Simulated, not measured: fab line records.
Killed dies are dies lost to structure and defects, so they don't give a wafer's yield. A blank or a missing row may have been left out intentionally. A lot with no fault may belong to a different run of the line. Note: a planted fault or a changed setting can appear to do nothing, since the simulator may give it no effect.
8D (eight disciplines) problem report, filled in by code :: flow nandHarc :: the parts of the form that need people (team, actions taken, sign-off) are left out

== 1. THE ISSUE ==
Mean of exposureDoseMJCm2 at NHARC_A_STAIRCASE_EXPOSE_438: 42.663 across 12 wafers in 4 lots; on wafers with no fault it is 28.969 (standard deviation 0.029). That is +99 or more standard deviations from the usual mean.
The step: exposes mask STAIR REV.
First observed at day 16 15:46: wafer L128.3, on krfScanner-03. The record holds 42 wafers of 14 lots with a number at this step. By rule, "out" or "out of limits" means more than 4 standard deviations away from the usual mean. The rest of the wafers with a number are treated as sound.

== 2. WHAT IT IS, WHAT IT ISN'T ==
question: which readings at this step
is: exposureDoseMJCm2
is not: -

question: which lots
is: L128, L129, L133, L135
is not: L117, L118, L119, L122, L123, L124, L130, L136, L138, L139

question: which wafers of those lots
is: all that have a number
is not: -

question: read on which tools
is: krfScanner-03
is not: krfScanner-01, krfScanner-04

question: when
is: from day 16 15:46
is not: up to then (18 sound wafers); but 12 sound wafers of L130, L136, L138, L139 came after

== 3. SUSPECTS, AND WHAT RULES EACH OUT ==
Counting: a tool stays on the suspect list if, at a process step up to the reading, it processed all lots that are out and no sound lot following the first of them.
- krfScanner-03 at NHARC_A_STAIRCASE_EXPOSE_438 (exposes mask STAIR REV): kept. All lots that are out passed through it, beginning with L128 at day 16 15:46, and no sound lot followed; its final sound lot before that point was L124 at day 16 06:58. Its own readings are out on those wafers: exposureDoseMJCm2.
The count leaves krfScanner-03 at NHARC_A_STAIRCASE_EXPOSE_438.

== 4. THE CAUSE (what the simulator had put in) ==
Process parameters drifting: krfScanner-03 at NHARC_A_STAIRCASE_EXPOSE_438, beginning at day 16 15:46. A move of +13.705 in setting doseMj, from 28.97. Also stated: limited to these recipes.
The count eliminated every tool but this one.

== 5. THE CHAIN OF EFFECTS, in route order ==
Rows list readings where the struck wafers' mean (over those with a number) sits beyond 3 standard deviations from the usual. Only readings whose record carries a usual standard deviation are examined. hours: median over the lots of the time between each lot's start at the first step of this table that gives one and its start at this step. sigmas: the change, counted in usual standard deviations.
hours: 0
step: NHARC_A_STAIRCASE_EXPOSE_438
reading: exposureDoseMJCm2
usual: 28.969
on struck wafers: 42.663
change: +13.694
sigmas: +99 or more
Its process steps:
- NHARC_A_STAIRCASE_EXPOSE_438: exposes mask STAIR REV.
At these later measuring or inspecting steps, every struck wafer for which the step has a row has a number for every such reading, and none has moved that far: NHARC_END_SORT_01.

== 6. HOW IT WOULD HAVE BEEN CAUGHT EARLIER ==
0 hours passed between the start of the fault at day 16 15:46 and the first reading out of limits in this record, taken at day 16 15:46.
